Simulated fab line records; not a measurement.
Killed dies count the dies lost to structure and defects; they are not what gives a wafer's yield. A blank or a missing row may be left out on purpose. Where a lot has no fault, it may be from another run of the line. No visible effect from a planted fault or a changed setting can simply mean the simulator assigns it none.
Comparing a struck lot with a sound one || flow nand-harc || 20 steps out of a route of 1302
Sound: these wafers, L366.2, L366.4, L366.5. Struck: wafer L374.5 (L374.1, L374.4, from the same lot, were not struck and are left out); the cause is given at the end.
Each step with rows lists, per side, the tool, then ch with its chambers, then its first start. Under that, the readings that differ: sound wafers || struck wafers || difference of the means || sigmas: that difference in standard deviations of wafers without a fault.
alike: words and numbers the same on both sides, and readings whose means are apart by under 2 such deviations; not compared: readings that were withheld, readings missing a value for some wafer, numbers with overlapping values and no deviation given by the record, and bounds like >300 which may hide the same value.
The two part at a step that has a row with sigmas, a row that says differs or no value, or rows on one side only. Non-overlapping numbers with no deviation appear without sigmas and do not part them. Lack of a reading on every wafer of one side parts them only where that side has two or more wafers.

first, 1 step without rows for these wafers: NHARC_A_BLC_SRD_27.
NHARC_A_BLC_INSPECT_28:
  sound on defect-inspect-01 at day 23 05:40; struck on defect-inspect-01 at day 26 19:56
  alike: raw-defect-count
then, 9 steps without rows for these wafers: NHARC_A_M0_DEP_00 (deposits SiOC, target thk 150 nm); NHARC_A_M0_DEHYDRATE_01 (time 120 s); NHARC_A_M0_HMDS_02 (time 30 s); NHARC_A_M0_COAT_33 (time 65 s); NHARC_A_M0_COAT_03 (resist thk 90 nm); NHARC_A_M0_SOFTBAKE_04 (time 55 s); NHARC_A_M0_EBR_05; NHARC_A_M0_EXPOSE_06 (exposes mask A M0, target cd 80 nm); NHARC_A_M0_PEB_07 (peb time 65 s).
NHARC_A_M0_DEVELOP_08: develop time 35 s.
  sound on litho-track-04 ch 0, day 23 06:00; struck on litho-track-04 ch 0, day 26 20:00
NHARC_A_M0_CD_MEAS_09 targets a cd of 80 nm.
  sound on cd-sem-01 ch 0, day 23 06:34; struck on cd-sem-02 ch 0, day 26 20:50
  alike: cd-nm
NHARC_A_M0_OVL_MEAS_10: pitch 160 nm.
  sound on overlay-01 at day 23 06:39; struck on overlay-01 at day 26 20:56
  alike: overlay-x-nm, overlay-y-nm
NHARC_A_M0_INSPECT_11:
  sound on defect-inspect-01 at day 23 06:41; struck on defect-inspect-02 at day 26 20:58
  alike: raw-defect-count
NHARC_A_M0_DESCUM_14: chemistry O2, time 3 s.
  sound on rie-diel-13 ch 0,2,3, day 23 06:46; struck on rie-diel-09 ch 2, day 26 21:01
{"reading": "drypump-motor-current-A (A)", "sound": "6.6 6.2 5.7", "struck": 5.2, "difference": -1.0, "sigmas": -2}
{"reading": "oes-product-au (a.u.)", "sound": "1.012 1.020 1.010", "struck": 0.987, "difference": -0.027, "sigmas": -2}
{"reading": "rf-vpp-V (V)", "sound": "57.6 57.6 58.2", "struck": 60.9, "difference": "+3.1", "sigmas": "+3"}
{"reading": "model.A_M0.cd-nm (nm)", "sound": "80.16 80.8 80.66", "struck": 78.61, "difference": -1.93, "sigmas": ""}
  alike: showerhead-plenum-p-Torr, throttle-valve-pct
  not compared: rf-hours-counter-h
NHARC_A_M0_ETCH_34: etches the open film in N2/H2, target depth 40 nm, overetch 12 nm, time 43.94 s.
  sound on rie-diel-13 ch 0,1, day 23 06:50; struck on rie-diel-09 ch 3, day 26 21:07
  alike: drypump-motor-current-A, n2-flow-sccm, oes-product-au, rf-vpp-V, showerhead-plenum-p-Torr, throttle-valve-pct
  not compared: rf-hours-counter-h
NHARC_A_M0_ETCH_15: etches the open film in C4F8/Ar, target depth 150 nm, overetch 15 nm, time 82.5 s.
  sound on rie-diel-13 ch 0,3; struck on rie-diel-09 ch 3
{"reading": "oes-product-au (a.u.)", "sound": "0.994 0.969 0.990", "struck": 0.922, "difference": -0.062, "sigmas": -3}
{"reading": "model.A_M0.cd-nm (nm)", "sound": "80.45 80.75 80.72", "struck": 78.7, "difference": -1.9, "sigmas": ""}
  alike: rf-vpp-V
  not compared: rf-hours-counter-h
NHARC_A_M0_CD_MEAS_16:
  sound on cd-sem-01 at day 23 07:02; struck on cd-sem-03 at day 26 21:19
  alike: cd-nm
next, for these wafers, 1 step has no rows: NHARC_END_SORT_01.

== WHERE THEY PART ==
Earliest at NHARC_A_M0_DESCUM_14; latest, in this record, at NHARC_A_M0_ETCH_15. Later steps at which nothing parts them and some readings are alike: NHARC_A_M0_CD_MEAS_16.

WHY: whatever the simulator had introduced
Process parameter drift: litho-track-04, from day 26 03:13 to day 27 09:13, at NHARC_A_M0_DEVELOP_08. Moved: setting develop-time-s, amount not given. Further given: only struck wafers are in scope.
